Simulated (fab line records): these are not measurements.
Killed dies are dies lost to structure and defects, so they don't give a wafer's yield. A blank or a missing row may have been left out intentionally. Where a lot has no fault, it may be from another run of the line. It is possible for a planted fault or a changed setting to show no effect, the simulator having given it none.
One fault through the eyes of 2 desks | flow nand harc | numbers are kept per desk, each desk with only its own; the story behind them comes last

== AT THE TOOL OWNER'S DESK: pecvd-03 ==
The tool's own readings at NHARC_A_DECK1_JOINT_DEP_16 (deposits SiO2, target thk 45 nm): means of the sampled wafers that have a number, for each lot that ran on this tool. A lot is out of limits, marked OUT, if its mean lies more than 4 standard deviations from the usual mean; the brackets give that distance.
Columns: A = heater power w at NHARC_A_DECK1_JOINT_DEP_16, usual 561 W; B = mfc precursor sccm at NHARC_A_DECK1_JOINT_DEP_16, usual 161.4 sccm; C = susceptor temp C at NHARC_A_DECK1_JOINT_DEP_16, usual 399.97 C; D = throttle valve pct at NHARC_A_DECK1_JOINT_DEP_16, usual 15.7 %
lot  | first seen here | A   | B               | C      | D
L284 | day 13 04:13    | 573 | 161.3           | 399.90 | 15.7
L288 | day 14 16:26    | 580 | 161.7           | 400.03 | 15.7
L291 | day 15 18:29    | 601 | 187.5 (+51) OUT | 400.14 | 15.8
L300 | day 20 08:43    | 593 | 161.6           | 399.79 | 15.5
L302 | day 20 23:45    | 553 | 161.5           | 400.15 | 15.6
L304 | day 21 19:11    | 601 | 161.3           | 399.98 | 15.9
This desk finds L291 out of limits, L291 being first, at day 15 18:29 (mfc precursor sccm at NHARC_A_DECK1_JOINT_DEP_16). In limits: L284, L288, L300, L302, L304.

== METROLOGY DESK ==
What the gauges read for every lot (on any tool): the sampled wafers with a number, averaged. A lot is out of limits, marked OUT, if its mean lies more than 4 standard deviations from the usual mean; the brackets give that distance.
Columns: A = thk nm at NHARC_A_DECK1_JOINT_THK_MEAS_14, usual 51.1 nm; B = thk nm at NHARC_A_DECK1_JOINT_THK_MEAS_17, usual 44.8 nm
lot  | first seen here | A    | B
L282 | day 11 13:43    | 52.2 | 45.2
L284 | day 12 06:02    | 51.2 | 44.9
L286 | day 12 20:50    | 50.6 | 43.4
L288 | day 13 16:57    | 52.0 | 45.0
L291 | day 14 21:05    | 50.6 | 52.1 (+6.6) OUT
L299 | day 17 23:35    | 50.0 | 46.0
L300 | day 19 11:49    | 52.6 | 44.6
L301 | day 19 11:50    | 52.6 | 44.2
L302 | day 19 23:39    | 49.3 | 45.1
L304 | day 20 17:22    | 50.9 | 44.8
L305 | day 21 03:23    | 50.8 | 43.5
This desk finds L291 out of limits, L291 being first, at day 15 18:44 (thk nm at NHARC_A_DECK1_JOINT_THK_MEAS_17). In limits: L282, L284, L286, L288, L299, L300, L301, L302, L304, L305.

== TAKEN TOGETHER ==
The tool owner's desk had the chance to raise an alarm at day 15 18:29 on L291.
On L291, the metrology desk was in a position to raise an alarm at day 15 18:44.
All the named lots went through NHARC_A_DECK1_JOINT_DEP_16 on pecvd-03.

== WHAT WAS PUT IN BY THE SIMULATOR ==
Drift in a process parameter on pecvd-03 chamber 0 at NHARC_A_DECK1_JOINT_DEP_16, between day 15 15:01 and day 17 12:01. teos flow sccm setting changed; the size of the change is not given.
Shown lots that were struck: L291.
Fault start to first reading out of limits, in hours, per desk: tool owner, 3; metrology, 4.
